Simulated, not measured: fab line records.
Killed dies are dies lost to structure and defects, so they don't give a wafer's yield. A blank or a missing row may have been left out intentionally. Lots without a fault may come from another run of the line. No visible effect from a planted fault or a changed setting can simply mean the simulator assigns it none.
Matching of chambers | flow nandHarc | NHARC_A_CONTACT_DESCUM_13 on rieDiel-01 has 4 sister chambers
The step chemistry O2, time 3 s. 14 wafers are shown with their chamber, then 7 later ones without.

WAFERS PAIRED WITH THEIR CHAMBERS
wafer  | chamber | showerheadPlenumPTorr (Torr) | drypumpMotorCurrentA (A) | throttleValvePct (%)
L411.1 | 2       | 1.80                         | 5.4                      | 11.310
L411.3 | 3       | 1.79                         | 5.9                      | 11.307
L411.4 | 1       | 1.84                         | 5.1                      | 11.303
L412.1 | 2       | 1.80                         | 5.3                      | 11.318
L412.4 | 1       | 1.84                         | 5.1                      | 11.322
L412.5 | 2       | 1.80                         | 5.4                      | 11.321
L416.1 | 2       | 1.80                         | 5.4                      | 11.309
L416.2 | 0       | 2.00                         | 4.8                      | 11.296
L416.3 | 1       | 1.84                         | 5.1                      | 11.316
L415.1 | 3       | 1.79                         | 5.9                      | 11.329
L415.5 | 2       | 1.80                         | 5.4                      | 11.321
L415.6 | 1       | 1.84                         | 5.1                      | 11.305
L417.3 | 3       | 1.79                         | 5.9                      | 11.304
L417.4 | 1       | 1.83                         | 5.1                      | 11.314

SIGNATURES (averages over the wafers above)
reading               | chamber 0 | chamber 1 | chamber 2 | chamber 3 | scatter within a chamber
showerheadPlenumPTorr | 2.0000    | 1.8380    | 1.8000    | 1.7900    | 0.00283
drypumpMotorCurrentA  | 4.800     | 5.100     | 5.380     | 5.900     | 0.0283
throttleValvePct      | 11.29600  | 11.31200  | 11.31580  | 11.31333  | 0.00873
Rule: distance of a wafer from a chamber = root of the sum over the readings of ((wafer's reading minus chamber's mean) / reading's scatter) squared. If the next closest chamber is less than 2 further off than the closest, the wafer can't be placed; otherwise it belongs to the closest. The scatter: take each reading less its chamber's mean, square it, sum over the shown wafers, divide by the number of wafers less the number of chambers, and take the root.

WAFERS WHOSE CHAMBER IS MISSING
wafer  | showerheadPlenumPTorr (Torr) | drypumpMotorCurrentA (A) | throttleValvePct (%)
L417.6 | 1.79                         | 5.9                      | 11.305
L426.1 | 1.99                         | 4.8                      | 11.318
L426.5 | 1.99                         | 4.9                      | 11.315
L426.6 | 1.79                         | 5.9                      | 11.317
L427.3 | 1.83                         | 5.0                      | 11.293
L427.4 | 1.79                         | 5.3                      | 11.302
L427.5 | 1.83                         | 5.1                      | 11.299

WHICH CHAMBER EACH ONE RAN IN
wafer  | from the rows above | in truth
L417.6 | 3                   | 3
L426.1 | 0                   | 0
L426.5 | 0                   | 0
L426.6 | 3                   | 3
L427.3 | 1                   | 1
L427.4 | 2                   | 2
L427.5 | 1                   | 1
Placed correctly: 7 of 7. Number that these rows cannot place: 0. 0 placed wrongly.
